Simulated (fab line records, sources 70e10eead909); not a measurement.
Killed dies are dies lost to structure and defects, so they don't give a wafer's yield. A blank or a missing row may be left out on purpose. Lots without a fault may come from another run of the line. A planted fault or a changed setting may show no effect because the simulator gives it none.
Chamber matching | flow nand_harc | NHARC_P_M1_CMP_23 on cmp-02: 4 sister chambers
The step polishes, t overpolish 20 s, target thk 157.82 nm. 4 wafers are shown with their chamber, then 8 later ones without.

WAFERS WITH THEIR CHAMBER
wafer  | chamber | motor_current_A (A)
L082.5 | 0       | 14.1
L083.2 | 1       | 12.2
L083.4 | 3       | 11.6
L086.4 | 2       | 10.9

WAFERS WITHOUT THEIR CHAMBER
wafer  | motor_current_A (A)
L086.5 | 10.9
L086.6 | 13.7
L091.3 | 12.7
L091.4 | 11.4
L091.5 | 13.4
L096.2 | 11.6
L096.4 | 11.3
L096.5 | 13.3

WHICH CHAMBER EACH WENT THROUGH
wafer  | from the rows above          | in truth
L086.5 | can't be placed: 2 or 3      | 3
L086.6 | 0                            | 0
L091.3 | can't be placed: 1 or 3 or 0 | 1
L091.4 | can't be placed: 3 or 2 or 1 | 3
L091.5 | can't be placed: 0 or 1      | 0
L096.2 | can't be placed: 3 or 1 or 2 | 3
L096.4 | can't be placed: 3 or 2 or 1 | 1
L096.5 | can't be placed: 0 or 1 or 3 | 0
Placed correctly: 1 of 8. Can't be placed from these rows: 7 (the true chamber is among the candidates in 7). Placed wrongly: 0.
How it was worked out, from the rows above alone: a wafer's distance from a chamber is the root of the sum, over the readings, of the square of ((its reading less the chamber's mean) divided by the reading's scatter). The wafer belongs to the nearest chamber; if the next one is less than 2 further off, it can't be placed. A chamber's mean is the mean of its shown wafers. The scatter: with one shown wafer a chamber, the root of the mean of the squares of how far each hidden wafer lies from its nearest shown one.
